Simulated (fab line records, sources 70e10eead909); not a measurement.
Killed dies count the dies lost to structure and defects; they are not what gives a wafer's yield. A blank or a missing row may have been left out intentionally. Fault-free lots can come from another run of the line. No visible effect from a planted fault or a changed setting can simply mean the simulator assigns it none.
fab line records	flow nand_harc
record: lots: 24	wafers: 72	last_day: 33
route steps=1302 shown P_ZERO_WELL@67 P_STI@85 P_GATE@124 P_CONTACT@233
lots with no fault: from the same line, run without faults
start_h: start of the lot's first displayed wafer, in hours after the record's first day	wait_h: how many hours have passed since the lot's step before this one	" same as the row above	L1.1+2: one row covering several wafers at once	- no value, or no start was given	* or withheld: withheld	< > ~ a bound
route shown NAME@n: NAME is a module with steps in the file, n the number in the route of the first one	usual: mean/standard deviation of fault-free wafers	same: alike in all rows	chamber/n: place in a boat	sites: readings site by site	_std_site: their standard deviation	_edge_site: mean of outer sites minus mean of inner sites	radius_mm: for every site, how far away it sits from the centre of the wafer	mask NAME#n: copy n	behind: the most recent tool/chamber to have shaped the wafer	hold: why the lot was held/for how many hours/how that ended	device: the n, p or np transistor that did not switch	end of line: the route-end tests of the same wafers	where a step has no rows: the recipe by itself	killed: dies that structure and defects cost at the first sort, which is not the same as the wafer's yield	map: a wafer's dies, marking killed ones x, the rest . and places with no die _
set.NAME: setting as actually run; set.NAME@STEP: the setting as run at that earlier step	model.NAME: the simulator's own value behind a step, which no gauge read
the route's steps for a sample of lots (tables are steps, rows are wafers)
services: a tool's chamber out of use, with start hour (start_h, from the record's first day; less than 0 if before it), hours out, and reason
== steps ==
step: NHARC_P_ZERO_WELL_RTA_42
recipe: temp_c: 1100	time_s: 300
usual: lamp_power_pct: 38/3.8	lamp_zone_6_pct: 38/3.8	wafer_temp_C_max: 1107.5/2.6
lot.wafer	tool	chamber	start_h	wait_h	lamp_power_pct	lamp_zone_6_pct	wafer_temp_C_max
L074.1	rtp_anneal-01	0	26.79	-	34	34	1106.8
L074.2	"	0	"	"	34	34	1112.0
L074.5	"	0	"	"	34	34	1109.8
L075.1	rtp_anneal-02	0	36.89	-	42	42	1103.8
L075.2	"	0	"	"	42	42	1105.1
L075.6	"	0	"	"	42	42	1103.2
L076.1	rtp_anneal-02	0	48.37	-	42	42	1106.7
L076.2	"	0	"	"	42	42	1105.9
L076.3	"	0	"	"	42	42	1105.9
L077.1	rtp_anneal-01	0	57.06	-	34	34	1110.2
L077.2	"	0	"	"	34	34	1107.7
L077.6	"	0	"	"	34	34	1111.2
L078.2	rtp_anneal-01	0	66.84	-	34	34	1107.9
L078.3	"	0	"	"	34	34	1110.3
L078.6	"	0	"	"	34	34	1111.1
L079.2	rtp_anneal-01	0	76.99	-	34	34	1109.5
L079.4	"	0	"	"	34	34	1108.8
L079.5	"	0	"	"	34	34	1107.6
L080.1	rtp_anneal-02	0	86.95	-	42	42	1105.2
L080.2	"	0	"	"	42	42	1106.8
L080.3	"	0	"	"	42	42	1105.4
L081.2	rtp_anneal-01	0	96.77	-	35	34	1109.1
L081.3	"	0	"	"	34	34	1112.4
L081.4	"	0	"	"	34	34	1107.4
L082.1	rtp_anneal-02	0	107.11	-	42	42	1105.7
L082.2	"	0	"	"	42	42	1103.8
L082.5	"	0	"	"	42	42	1104.2
L083.3	rtp_anneal-01	0	117.15	-	34	34	1113.8
L083.4	"	0	"	"	34	34	1110.1
L083.6	"	0	"	"	34	34	1111.0
L084.4	rtp_anneal-02	0	127.05	-	42	42	1105.5
L084.5	"	0	"	"	42	42	1106.3
L084.6	"	0	"	"	42	42	1106.6
L085.2	rtp_anneal-01	0	136.97	-	34	34	1109.0
L085.5	"	0	"	"	34	34	1109.7
L085.6	"	0	"	"	34	34	1109.8
L086.3	rtp_anneal-01	0	153.02	-	34	34	1109.4
L086.4	"	0	"	"	35	34	1108.6
L086.5	"	0	"	"	34	34	1110.1
L087.1	rtp_anneal-01	0	156.85	-	34	34	1108.3
L087.4	"	0	"	"	34	34	1110.0
L087.6	"	0	"	"	34	34	1109.3
L088.3	rtp_anneal-01	0	167.07	-	34	34	1110.1
L088.5	"	0	"	"	34	34	1109.0
L088.6	"	0	"	"	34	34	1108.5
L089.2	rtp_anneal-02	0	177.41	-	42	42	1104.2
L089.5	"	0	"	"	42	42	1105.8
L089.6	"	0	"	"	42	42	1104.3
L090.1	rtp_anneal-02	0	186.94	-	42	42	1104.7
L090.2	"	0	"	"	42	42	1104.9
L090.4	"	0	"	"	42	42	1105.7
L091.1	rtp_anneal-01	0	196.88	-	34	34	1112.5
L091.3	"	0	"	"	34	34	1107.5
L091.4	"	0	"	"	34	34	1109.2
L092.1	rtp_anneal-02	0	207.11	-	42	42	1105.0
L092.4	"	0	"	"	42	42	1104.5
L092.5	"	0	"	"	42	42	1104.6
L093.1	rtp_anneal-02	0	216.92	-	42	42	1105.0
L093.2	"	0	"	"	42	42	1104.5
L093.4	"	0	"	"	42	42	1104.1
L094.3	rtp_anneal-01	0	227.95	-	34	34	1109.5
L094.4	"	0	"	"	34	34	1108.0
L094.6	"	0	"	"	34	34	1109.3
L095.1	rtp_anneal-01	0	236.79	-	34	34	1113.2
L095.2	"	0	"	"	34	34	1111.0
L095.4	"	0	"	"	34	34	1107.7
L096.2	rtp_anneal-02	0	247.02	-	42	42	1104.3
L096.3	"	0	"	"	42	42	1106.0
L096.6	"	0	"	"	42	42	1106.1
L097.2	rtp_anneal-02	0	257.28	-	42	42	1104.3
L097.3	"	0	"	"	42	42	1106.4
L097.4	"	0	"	"	42	42	1104.8
step: NHARC_P_STI_INSPECT_11
usual: raw_defect_count: 6.0/2.6
lot.wafer	tool	chamber	start_h	wait_h	raw_defect_count
L075.1	defect_inspect-01	-	49.39	0.0	8
L075.2	"	-	"	"	5
L075.6	"	-	"	"	6
L074.1	defect_inspect-01	-	49.55	0.0	6
L074.2	"	-	"	"	7
L074.5	"	-	"	"	3
L076.1	defect_inspect-01	-	64.14	0.0	5
L076.2	"	-	"	"	10
L076.3	"	-	"	"	9
L077.1	defect_inspect-01	-	72.37	0.0	8
L077.2	"	-	"	"	2
L077.6	"	-	"	"	3
L078.2	defect_inspect-01	-	82.30	0.0	6
L078.3	"	-	"	"	17
L078.6	"	-	"	"	9
L079.2	defect_inspect-01	-	93.76	0.0	8
L079.4	"	-	"	"	5
L079.5	"	-	"	"	6
L080.1	defect_inspect-01	-	102.97	0.0	4
L080.2	"	-	"	"	6
L080.3	"	-	"	"	7
L081.2	defect_inspect-02	-	112.41	0.0	4
L081.3	"	-	"	"	7
L081.4	"	-	"	"	2
L082.1	defect_inspect-02	-	126.53	0.0	5
L082.2	"	-	"	"	9
L082.5	"	-	"	"	10
L083.3	defect_inspect-02	-	132.83	0.0	5
L083.4	"	-	"	"	2
L083.6	"	-	"	"	2
L084.4	defect_inspect-01	-	141.93	0.0	7
L084.5	"	-	"	"	2
L084.6	"	-	"	"	6
L085.2	defect_inspect-02	-	153.22	0.0	3
L085.5	"	-	"	"	3
L085.6	"	-	"	"	4
L087.1	defect_inspect-02	-	169.66	0.0	10
L087.4	"	-	"	"	7
L087.6	"	-	"	"	10
L086.3	defect_inspect-01	-	169.82	0.0	3
L086.4	"	-	"	"	2
L086.5	"	-	"	"	5
L088.3	defect_inspect-01	-	184.33	0.0	10
L088.5	"	-	"	"	3
L088.6	"	-	"	"	9
L089.2	defect_inspect-01	-	193.35	0.0	7
L089.5	"	-	"	"	5
L089.6	"	-	"	"	6
L090.1	defect_inspect-02	-	203.99	0.0	5
L090.2	"	-	"	"	1
L090.4	"	-	"	"	8
L091.1	defect_inspect-02	-	212.04	0.0	5
L091.3	"	-	"	"	5
L091.4	"	-	"	"	14
L092.1	defect_inspect-02	-	222.71	0.0	4
L092.4	"	-	"	"	4
L092.5	"	-	"	"	4
L093.1	defect_inspect-02	-	233.51	0.0	9
L093.2	"	-	"	"	6
L093.4	"	-	"	"	4
L094.3	defect_inspect-01	-	243.03	0.0	6
L094.4	"	-	"	"	5
L094.6	"	-	"	"	3
L095.1	defect_inspect-02	-	254.03	0.0	8
L095.2	"	-	"	"	6
L095.4	"	-	"	"	9
L096.2	defect_inspect-02	-	264.87	0.0	6
L096.3	"	-	"	"	9
L096.6	"	-	"	"	6
L097.2	defect_inspect-01	-	274.54	0.0	5
L097.3	"	-	"	"	7
L097.4	"	-	"	"	6
step: NHARC_P_GATE_DESCUM_13
recipe: time_s: 3	o2_flow_sccm: 200	ar_flow_sccm: 0	bias_power_w: 0	chemistry: O2
usual: drypump_motor_current_A: 5.6/0.34	mfc_ar_sccm: 0.008/0.012	oes_product_au: 1.002/0.014	rf_vpp_V: 57.7/0.86	showerhead_plenum_p_Torr: 1.91/0.071	throttle_valve_pct: 11.312/0.0089
lot.wafer	tool	chamber	start_h	wait_h	drypump_motor_current_A	mfc_ar_sccm	oes_product_au	rf_hours_counter_h	rf_vpp_V	showerhead_plenum_p_Torr	throttle_valve_pct
L074.1	rie_diel-04	0	87.22	-	5.7	0	0.998	5.3	57.0	1.83	11.307
L074.2	"	1	"	"	6.0	0	1.031	5.8	57.7	1.90	11.299
L074.5	"	3	"	"	6.2	0.017	1.025	-	57.6	1.89	11.316
L075.1	rie_diel-06	0	87.24	-	5.2	0.026	0.998	6.6	56.9	1.93	11.317
L075.2	"	2	"	"	5.7	0	1.004	7.7	58.1	1.87	11.320
L075.6	"	1	"	"	6.0	0	0.986	-	58.9	1.99	11.312
L076.1	rie_diel-08	3	99.77	-	5.8	0.027	0.992	5.2	58.7	1.96	11.323
L076.2	"	0	"	"	5.1	0	1.005	4.9	58.4	1.86	11.308
L076.3	"	1	"	"	5.5	0	1.031	4.8	58.2	1.83	11.317
L077.1	rie_diel-08	2	107.92	-	5.5	0.028	1.008	4.1	58.4	2.06	11.319
L077.2	"	1	"	"	5.5	0	1.031	5.8	55.9	1.83	11.314
L077.6	"	1	"	"	5.5	0	1.033	-	57.8	1.83	11.319
L078.3	rie_diel-04	3	119.40	-	6.2	0.017	1.027	6.5	57.3	1.89	11.315
L078.2	"	2	"	"	5.2	0	0.998	3.0	57.3	1.95	11.336
L078.6	"	3	"	"	6.2	0.017	1.036	-	59.3	1.89	11.320
L079.4	rie_diel-08	2	133.04	-	5.5	0.028	0.994	5.9	59.9	2.06	11.311
L079.2	"	3	"	"	5.8	0.027	0.987	7.4	57.4	1.96	11.291
L079.5	"	0	"	"	5.1	0	0.990	-	58.5	1.86	11.311
L080.1	rie_diel-08	0	137.25	-	5.1	0	0.988	7.5	57.8	1.86	11.308
L080.2	"	1	"	"	5.5	0	1.031	7.2	55.7	1.83	11.316
L080.3	"	3	"	"	5.8	0.027	0.984	7.4	56.9	1.96	11.310
L081.3	rie_diel-08	2	148.25	-	5.4	0.028	1.006	6.7	58.7	2.06	11.300
L081.2	"	0	"	"	5.1	0	0.996	8.1	58.5	1.86	11.315
L081.4	"	1	"	"	5.5	0	1.026	-	56.8	1.83	11.307
L082.2	rie_diel-08	0	162.98	-	5.1	0	0.988	9.3	59.9	1.86	11.310
L082.1	"	1	"	"	5.5	0	1.020	9.1	57.5	1.83	11.328
L082.5	"	0	"	"	5.1	0	0.979	-	58.0	1.86	11.303
L083.3	rie_diel-04	1	167.27	-	5.9	0	1.011	11.5	58.7	1.89	11.302
L083.4	"	2	"	"	5.2	0	0.985	6.2	57.5	1.95	11.333
L083.6	"	1	"	"	5.9	0	1.013	-	57.9	1.89	11.300
L084.4	rie_diel-06	0	179.90	-	5.3	0.026	0.988	2.0	56.9	1.93	11.315
L084.6	"	0	"	"	5.2	0.026	0.987	-	57.9	1.93	11.317
L084.5	"	1	"	"	6.0	0	0.985	-	57.8	1.99	11.313
L085.2	rie_diel-04	2	192.50	-	5.2	0	0.998	0.5	58.5	1.95	11.323
L085.6	"	3	"	"	6.2	0.017	1.004	-	58.0	1.89	11.321
L085.5	"	0	"	"	5.7	0	1.000	-	57.3	1.83	11.325
L086.3	rie_diel-08	1	205.36	-	5.5	0	1.008	0.1	56.3	1.83	11.304
L086.4	"	3	"	"	5.8	0.027	1.000	0.1	56.9	1.96	11.312
L086.5	"	1	"	"	5.5	0	1.004	-	58.2	1.83	11.303
L087.4	rie_diel-06	2	205.51	-	5.8	0	1.017	4.5	58.2	1.87	11.316
L087.1	"	1	"	"	6.0	0	0.983	4.6	58.4	1.99	11.298
L087.6	"	3	"	"	5.4	0	0.996	-	58.5	1.96	11.297
L089.2	rie_diel-04	0	226.68	-	5.7	0	0.992	3.0	56.8	1.83	11.324
L089.5	"	1	"	"	5.9	0	0.995	-	57.7	1.89	11.320
L089.6	"	2	"	"	5.2	0	1.001	-	58.1	1.94	11.306
L088.3	rie_diel-08	1	226.84	-	5.5	0	1.008	0.8	57.5	1.83	11.311
L088.6	"	2	"	"	5.4	0.028	1.003	-	58.4	2.06	11.320
L088.5	"	3	"	"	5.8	0.027	0.997	-	57.3	1.96	11.314
L090.1	rie_diel-08	1	239.47	-	5.5	0	0.998	0.9	56.1	1.83	11.305
L090.2	"	3	"	"	5.8	0.027	0.990	2.7	57.0	1.96	11.317
L090.4	"	0	"	"	5.1	0	1.006	2.2	57.4	1.86	11.321
L091.1	rie_diel-06	2	248.00	-	5.8	0	1.020	6.6	59.2	1.87	11.316
L091.4	"	3	"	"	5.4	0	0.997	7.0	58.3	1.96	11.312
L091.3	"	0	"	"	5.3	0.026	0.997	6.8	58.8	1.92	11.325
L092.4	rie_diel-04	0	258.93	-	5.7	0	1.004	5.2	57.5	1.82	11.318
L092.1	"	2	"	"	5.2	0	0.994	5.1	56.6	1.94	11.307
L092.5	"	1	"	"	5.9	0	1.002	-	56.4	1.89	11.307
L093.4	rie_diel-04	3	269.87	-	6.2	0.017	0.993	5.3	57.9	1.89	11.325
L093.1	"	0	"	"	5.7	0	1.003	5.5	58.0	1.83	11.315
L093.2	"	2	"	"	5.2	0	0.995	5.3	56.6	1.94	11.307
L094.3	rie_diel-06	1	284.32	-	6.0	0	0.989	7.3	58.2	1.98	11.301
L094.4	"	2	"	"	5.8	0	1.028	7.7	57.7	1.87	11.309
L094.6	"	0	"	"	5.2	0.026	1.013	-	58.4	1.92	11.307
L095.2	rie_diel-08	1	288.85	-	5.5	0	0.994	3.3	57.5	1.83	11.325
L095.1	"	3	"	"	5.8	0.027	0.985	5.1	58.1	1.96	11.316
L095.4	"	1	"	"	5.6	0	0.988	-	57.3	1.83	11.339
L096.2	rie_diel-04	0	302.29	-	5.7	0	0.995	6.8	57.3	1.83	11.309
L096.3	"	1	"	"	5.9	0	1.007	7.2	56.9	1.89	11.316
L096.6	"	0	"	"	5.7	0	0.988	-	56.6	1.82	11.331
L097.2	rie_diel-04	3	310.92	-	6.2	0.017	1.005	6.6	58.8	1.89	11.322
L097.3	"	0	"	"	5.7	0	1.011	6.9	56.6	1.82	11.305
L097.4	"	1	"	"	5.9	0	1.007	7.3	57.1	1.89	11.311
step: NHARC_P_GATE_ETCH_114
recipe: target_depth_a: 300	overetch_a: 30	time_s: 16.5	ion_energy_ev: 100	cf4_flow_sccm: 80	o2_flow_sccm: 20	ar_flow_sccm: 0	rf_w: 300	bias_w: 100	chemistry: CF4/O2
usual: cf4_flow_sccm: 79.98/0.25	drypump_motor_current_A: 5.6/0.32	mfc_ar_sccm: 0.007/0.011	oes_product_au: 1.001/0.012	rf_vpp_V: 197.8/1.1	showerhead_plenum_p_Torr: 1.34/0.043	throttle_valve_pct: 13.398/0.0091
lot.wafer	tool	chamber	start_h	wait_h	cf4_flow_sccm	drypump_motor_current_A	mfc_ar_sccm	oes_product_au	rf_hours_counter_h	rf_vpp_V	showerhead_plenum_p_Torr	throttle_valve_pct
L075.1	rie_diel-06	3	-	-	80.32	5.5	0	0.976	4	197.9	1.37	13.399
L075.2	"	2	"	"	80.08	5.8	0	0.997	9	196.1	1.30	13.405
L075.6	"	0	"	"	79.84	5.2	0.026	0.983	-	197.4	1.34	13.420
L074.1	rie_diel-04	0	-	-	80.00	5.7	0	0.994	6	197.3	1.28	13.391
L074.2	"	2	"	"	80.45	5.2	0	0.987	3	199.4	1.36	13.394
L074.5	"	0	"	"	79.89	5.7	0	0.999	-	196.1	1.28	13.399
L076.3	rie_diel-06	3	-	-	79.62	5.4	0	1.001	4	199.4	1.37	13.403
L076.2	"	0	"	"	79.93	5.2	0.026	0.990	8	197.8	1.34	13.393
L076.1	"	2	"	"	80.07	5.8	0	1.009	9	197.2	1.30	13.395
L077.1	rie_diel-06	2	-	-	79.88	5.8	0	1.008	10	195.9	1.30	13.402
L077.2	"	3	"	"	80.28	5.5	0	0.999	4	197.7	1.37	13.393
L077.6	"	3	"	"	79.91	5.5	0	0.999	-	198.0	1.37	13.409
L078.3	rie_diel-04	3	-	-	80.06	6.2	0.017	1.020	8	195.8	1.32	13.404
L078.2	"	1	"	"	80.16	6.0	0	1.013	9	197.5	1.32	13.413
L078.6	"	3	"	"	79.68	6.2	0.017	1.021	-	196.2	1.32	13.401
L079.2	rie_diel-08	1	-	-	79.88	5.5	0	1.024	8	198.4	1.28	13.399
L079.5	"	0	"	"	80.13	5.1	0	0.997	-	196.4	1.30	13.399
L079.4	"	1	"	"	80.19	5.5	0	1.025	-	195.7	1.28	13.401
L080.2	rie_diel-08	0	-	-	80.25	5.1	0	0.982	9	196.5	1.30	13.399
L080.3	"	2	"	"	79.54	5.4	0.028	0.993	8	199.5	1.44	13.391
L080.1	"	3	"	"	80.13	5.8	0.027	0.978	8	198.4	1.37	13.381
L081.3	rie_diel-06	2	-	-	79.41	5.8	0	1.012	1	197.6	1.30	13.393
L081.2	"	0	"	"	79.72	5.3	0.026	0.993	1	198.6	1.34	13.392
L081.4	"	1	"	"	80.05	6.0	0	0.988	1	199.3	1.38	13.388
L082.2	rie_diel-08	3	-	-	80.15	5.8	0.027	0.979	9	197.8	1.37	13.399
L082.1	"	0	"	"	80.10	5.1	0	1.007	10	196.7	1.30	13.395
L082.5	"	1	"	"	80.31	5.5	0	1.025	-	197.6	1.28	13.403
L083.3	rie_diel-06	2	-	-	80.02	5.8	0	1.007	3	197.7	1.30	13.390
L083.4	"	3	"	"	79.87	5.4	0	0.984	2	198.9	1.37	13.398
L083.6	"	2	"	"	80.17	5.8	0	1.009	-	198.5	1.30	13.415
L084.4	rie_diel-04	2	-	-	80.51	5.2	0	0.993	1	199.6	1.36	13.401
L084.6	"	2	"	"	80.03	5.2	0	0.998	-	199.3	1.36	13.401
L084.5	"	3	"	"	79.87	6.2	0.017	1.008	-	197.1	1.32	13.406
L085.2	rie_diel-08	0	-	-	79.99	5.1	0	1.016	0	198.5	1.30	13.411
L085.6	"	0	"	"	79.79	5.1	0	1.016	-	197.0	1.30	13.397
L085.5	"	1	"	"	79.70	5.5	0	1.010	-	197.6	1.28	13.395
L087.1	rie_diel-06	3	-	-	80.09	5.4	0	1.004	6	199.7	1.37	13.404
L087.4	"	0	"	"	80.65	5.2	0.026	1.001	6	197.9	1.34	13.406
L087.6	"	0	"	"	80.52	5.3	0.026	1.001	-	197.0	1.34	13.395
L086.3	rie_diel-06	3	-	-	80.05	5.4	0	0.995	6	198.1	1.37	13.399
L086.4	"	0	"	"	80.14	5.2	0.026	0.995	6	199.3	1.34	13.370
L086.5	"	2	"	"	79.54	5.8	0	1.021	-	196.7	1.30	13.409
L088.3	rie_diel-04	2	-	-	80.36	5.2	0	1.000	3	197.5	1.36	13.408
L088.5	"	2	"	"	80.02	5.2	0	1.006	-	199.0	1.36	13.393
L088.6	"	3	"	"	79.89	6.2	0.017	0.999	-	196.7	1.32	13.396
L089.2	rie_diel-08	2	-	-	79.95	5.4	0.028	0.990	1	199.3	1.43	13.384
L089.5	"	1	"	"	79.68	5.5	0	0.998	-	196.7	1.28	13.406
L089.6	"	2	"	"	79.75	5.4	0.028	0.997	-	199.0	1.43	13.375
L090.4	rie_diel-08	1	-	-	80.46	5.5	0	1.011	2	196.5	1.28	13.398
L090.2	"	2	"	"	79.89	5.4	0.028	1.003	2	199.5	1.43	13.397
L090.1	"	3	"	"	79.74	5.8	0.027	1.000	4	197.0	1.37	13.411
L091.4	rie_diel-06	2	-	-	79.77	5.7	0	1.015	7	198.2	1.30	13.395
L091.3	"	3	"	"	79.76	5.5	0	0.999	7	198.3	1.37	13.408
L091.1	"	0	"	"	79.82	5.3	0.026	0.997	7	198.1	1.34	13.383
L092.1	rie_diel-04	3	-	-	80.18	6.2	0.017	0.999	5	197.9	1.32	13.394
L092.4	"	1	"	"	79.86	5.9	0	1.016	5	198.1	1.32	13.405
L092.5	"	3	"	"	80.15	6.2	0.017	1.002	-	195.8	1.32	13.396
L093.2	rie_diel-08	3	-	-	80.07	5.8	0.027	0.997	5	197.2	1.37	13.389
L093.1	"	0	"	"	80.43	5.1	0	1.011	5	196.5	1.30	13.415
L093.4	"	1	"	"	79.92	5.5	0	0.984	-	196.8	1.28	13.390
L094.3	rie_diel-06	1	-	-	79.30	6.0	0	0.976	9	198.2	1.38	13.398
L094.4	"	2	"	"	79.72	5.8	0	1.009	8	196.2	1.30	13.412
L094.6	"	1	"	"	79.74	5.9	0	0.992	-	199.8	1.38	13.397
L095.1	rie_diel-06	2	-	-	79.99	5.8	0	1.022	9	198.2	1.30	13.411
L095.2	"	3	"	"	79.58	5.4	0	1.010	9	198.9	1.37	13.407
L095.4	"	0	"	"	80.31	5.2	0.026	1.008	10	197.7	1.34	13.400
L096.3	rie_diel-08	0	-	-	79.86	5.1	0	1.027	9	198.2	1.30	13.399
L096.2	"	1	"	"	80.01	5.5	0	0.994	7	195.8	1.28	13.400
L096.6	"	0	"	"	80.04	5.1	0	1.020	-	196.5	1.30	13.396
L097.3	rie_diel-06	0	-	-	80.06	5.3	0.026	0.994	1	197.6	1.34	13.394
L097.2	"	1	"	"	79.96	5.9	0	0.999	1	199.7	1.38	13.400
L097.4	"	2	"	"	80.42	5.7	0	0.988	1	198.2	1.30	13.396
step: NHARC_P_GATE_STRIP_111
recipe: power_w: 1500	temp_c: 110	time_s: 250	chemistry: N2/H2
usual: drypump_motor_current_A: 5.4/0.43	heater_power_w: 93/12
lot.wafer	tool	chamber	start_h	wait_h	drypump_motor_current_A	heater_power_w	rf_hours_counter_h
L075.1	plasma_asher-01	0	113.79	0.2	4.8	84	23
L075.2	"	1	"	"	5.9	90	23
L075.6	"	0	"	"	4.9	85	-
L074.2	plasma_asher-02	1	114.20	0.2	5.8	109	28
L074.1	"	0	"	"	5.0	84	28
L074.5	"	0	"	"	5.0	84	-
L076.1	plasma_asher-02	0	129.88	0.2	5.1	84	30
L076.2	"	1	"	"	5.8	109	30
L076.3	"	0	"	"	5.1	88	-
L077.2	plasma_asher-02	1	136.88	0.2	5.8	108	33
L077.1	"	0	"	"	5.1	86	33
L077.6	"	0	"	"	5.0	86	-
L078.2	plasma_asher-01	0	145.73	0.2	4.8	84	30
L078.3	"	0	"	"	4.8	85	-
L078.6	"	1	"	"	5.9	90	-
L079.2	plasma_asher-01	0	159.61	0.2	4.8	85	36
L079.4	"	0	"	"	4.9	88	-
L079.5	"	0	"	"	4.8	86	-
L080.1	plasma_asher-02	0	164.36	0.2	5.1	79	3
L080.2	"	1	"	"	5.8	116	3
L080.3	"	1	"	"	5.8	113	-
L081.2	plasma_asher-01	0	175.87	0.2	4.8	88	0
L081.4	"	0	"	"	4.8	88	-
L081.3	"	1	"	"	5.9	95	-
L082.2	plasma_asher-02	0	189.58	0.2	5.0	79	9
L082.1	"	1	"	"	5.8	114	9
L082.5	"	1	"	"	5.8	112	-
L083.4	plasma_asher-01	1	196.89	0.2	5.8	92	-
L083.3	"	0	"	"	4.9	87	-
L083.6	"	0	"	"	4.9	90	-
L084.4	plasma_asher-02	1	210.73	0.3	5.8	116	-
L084.5	"	0	"	"	5.0	78	-
L084.6	"	1	"	"	5.8	114	-
L085.2	plasma_asher-01	0	218.87	0.2	4.8	89	8
L085.5	"	1	"	"	5.8	89	-
L085.6	"	0	"	"	4.8	86	-
L087.1	plasma_asher-02	1	238.67	0.2	5.8	115	17
L087.4	"	1	"	"	5.8	115	-
L087.6	"	1	"	"	5.8	113	-
L086.4	plasma_asher-01	0	239.58	0.2	4.9	86	-
L086.3	"	1	"	"	5.9	90	-
L086.5	"	0	"	"	4.9	90	-
L088.3	plasma_asher-01	0	252.98	0.2	4.9	89	-
L088.6	"	0	"	"	4.9	86	-
L088.5	"	1	"	"	5.8	91	-
L089.2	plasma_asher-02	1	253.23	0.2	5.8	116	20
L089.6	"	0	"	"	5.0	80	-
L089.5	"	1	"	"	5.8	116	-
L090.1	plasma_asher-02	1	268.07	0.2	5.8	113	24
L090.2	"	0	"	"	5.1	80	24
L090.4	"	1	"	"	5.8	113	-
L091.1	plasma_asher-01	1	276.05	0.2	5.9	92	19
L091.4	"	1	"	"	5.8	92	-
L091.3	"	0	"	"	4.9	89	-
L092.1	plasma_asher-02	0	286.18	0.2	5.0	81	29
L092.4	"	1	"	"	5.8	112	-
L092.5	"	1	"	"	5.8	113	-
L093.1	plasma_asher-02	0	296.21	0.2	5.1	78	31
L093.2	"	1	"	"	5.7	110	31
L093.4	"	1	"	"	5.8	113	-
L094.4	plasma_asher-02	1	311.11	0.2	5.8	114	-
L094.3	"	0	"	"	5.0	79	-
L094.6	"	0	"	"	5.0	79	-
L095.2	plasma_asher-01	0	315.27	0.2	4.9	89	26
L095.1	"	1	"	"	5.9	90	26
L095.4	"	0	"	"	4.9	88	-
L096.2	plasma_asher-01	1	330.15	0.2	5.9	91	31
L096.3	"	0	"	"	4.9	86	-
L096.6	"	1	"	"	5.8	93	-
L097.2	plasma_asher-02	0	337.24	0.2	5.1	79	1
L097.3	"	0	"	"	5.1	80	-
L097.4	"	1	"	"	5.8	106	-
step: NHARC_P_CONTACT_OVL_MEAS_13
usual: overlay_x_nm: 0.1/0.81	overlay_y_nm: -0.2/0.72
lot.wafer	tool	chamber	start_h	wait_h	overlay_x_nm	overlay_y_nm
L075.1	overlay-02	-	121.29	-	0.7	-0.2
L075.2	"	-	"	"	0.6	-0.5
L075.6	"	-	"	"	0.3	-0.3
L074.1	overlay-01	-	121.82	-	1.0	0.5
L074.2	"	-	"	"	0.9	0.5
L074.5	"	-	"	"	1.3	0.1
L076.1	overlay-01	-	137.40	-	1.1	-0.6
L076.2	"	-	"	"	0.5	-0.2
L076.3	"	-	"	"	0.0	-0.1
L077.1	overlay-02	-	144.81	-	-0.1	-1.3
L077.2	"	-	"	"	0.8	-1.7
L077.6	"	-	"	"	0.0	-2.1
L078.2	overlay-02	-	153.63	-	-0.8	-0.7
L078.3	"	-	"	"	-0.5	-0.7
L078.6	"	-	"	"	-1.1	-0.2
L079.2	overlay-01	-	167.20	-	-1.0	0.3
L079.4	"	-	"	"	-0.8	0.1
L079.5	"	-	"	"	0.0	0.3
L080.1	overlay-01	-	171.94	-	-0.4	-0.3
L080.2	"	-	"	"	-0.3	-0.5
L080.3	"	-	"	"	-0.3	-0.4
L081.2	overlay-01	-	183.60	-	-0.2	-1.1
L081.3	"	-	"	"	-0.7	-0.7
L081.4	"	-	"	"	-0.5	-1.3
L082.1	overlay-02	-	197.18	-	0.8	-0.8
L082.2	"	-	"	"	0.9	-0.9
L082.5	"	-	"	"	0.6	-0.5
L083.3	overlay-01	-	204.27	-	-0.2	-0.7
L083.4	"	-	"	"	0.2	-0.4
L083.6	"	-	"	"	-0.1	0.0
L084.4	overlay-02	-	218.30	-	-0.2	-1.5
L084.5	"	-	"	"	0.4	-1.1
L084.6	"	-	"	"	-0.1	-0.9
L085.2	overlay-01	-	226.30	-	1.3	-0.6
L085.5	"	-	"	"	1.1	-0.5
L085.6	"	-	"	"	1.2	-0.8
L087.1	overlay-02	-	246.25	-	0.1	0.4
L087.4	"	-	"	"	-0.6	0.8
L087.6	"	-	"	"	-0.9	0.5
L086.3	overlay-01	-	247.27	-	0.3	0.1
L086.4	"	-	"	"	0.3	0.4
L086.5	"	-	"	"	0.1	0.3
L088.3	overlay-01	-	260.63	-	1.9	-0.5
L088.5	"	-	"	"	1.9	-0.8
L088.6	"	-	"	"	1.0	-1.3
L089.2	overlay-02	-	261.15	-	1.3	0.4
L089.5	"	-	"	"	0.4	-0.2
L089.6	"	-	"	"	0.6	-0.2
L090.1	overlay-02	-	275.65	-	-0.2	-0.1
L090.2	"	-	"	"	0.0	0.3
L090.4	"	-	"	"	0.0	0.0
L091.1	overlay-02	-	283.61	-	-1.6	-0.4
L091.3	"	-	"	"	-1.4	-0.6
L091.4	"	-	"	"	-1.6	-0.7
L092.1	overlay-01	-	293.92	-	-0.2	1.3
L092.4	"	-	"	"	-0.3	1.5
L092.5	"	-	"	"	-0.1	1.2
L093.1	overlay-01	-	303.67	-	1.3	-0.7
L093.2	"	-	"	"	0.8	-0.4
L093.4	"	-	"	"	0.8	-0.4
L094.3	overlay-01	-	318.91	-	-0.6	1.1
L094.4	"	-	"	"	0.2	0.6
L094.6	"	-	"	"	-0.6	0.7
L095.1	overlay-01	-	323.11	-	-0.3	0.3
L095.2	"	-	"	"	-0.1	-0.4
L095.4	"	-	"	"	0.1	-0.6
L096.2	overlay-01	-	337.73	-	-0.3	-0.1
L096.3	"	-	"	"	-0.6	-0.4
L096.6	"	-	"	"	-1.0	0.3
L097.2	overlay-02	-	345.00	-	0.7	0.7
L097.3	"	-	"	"	0.0	0.5
L097.4	"	-	"	"	0.0	0.6
== services ==
tool	chamber	start_h	hours	kind
rie_diel-08	-	13.80	9.0	pm
rie_diel-06	0	27.31	3.3	repair
rie_diel-06	3	27.37	45.8	repair
plasma_asher-02	-	40.94	3.9	repair
rie_diel-08	2	43.51	22.0	repair
rie_diel-06	1	53.67	6.6	repair
rie_diel-06	1	78.29	2.5	repair
rie_diel-08	3	102.16	12.0	repair
rie_diel-06	-	130.20	9.0	pm
rie_diel-08	3	146.55	4.5	repair
rie_diel-06	3	147.40	10.5	repair
rie_diel-06	2	149.92	2.8	repair
rie_diel-04	0	170.45	6.7	repair
rie_diel-08	2	175.52	6.6	repair
rie_diel-04	-	177.93	9.0	pm
rie_diel-08	-	190.80	9.0	pm
rie_diel-08	2	211.32	9.2	repair
rie_diel-08	1	212.18	7.5	repair
rie_diel-08	-	242.21	0.2	repair
rie_diel-08	3	245.28	7.5	repair
rie_diel-08	2	276.68	20.8	repair
rie_diel-06	-	307.20	9.0	pm
rie_diel-08	3	326.94	1.5	repair
rie_diel-06	0	331.95	4.6	repair
== key ==
fault none
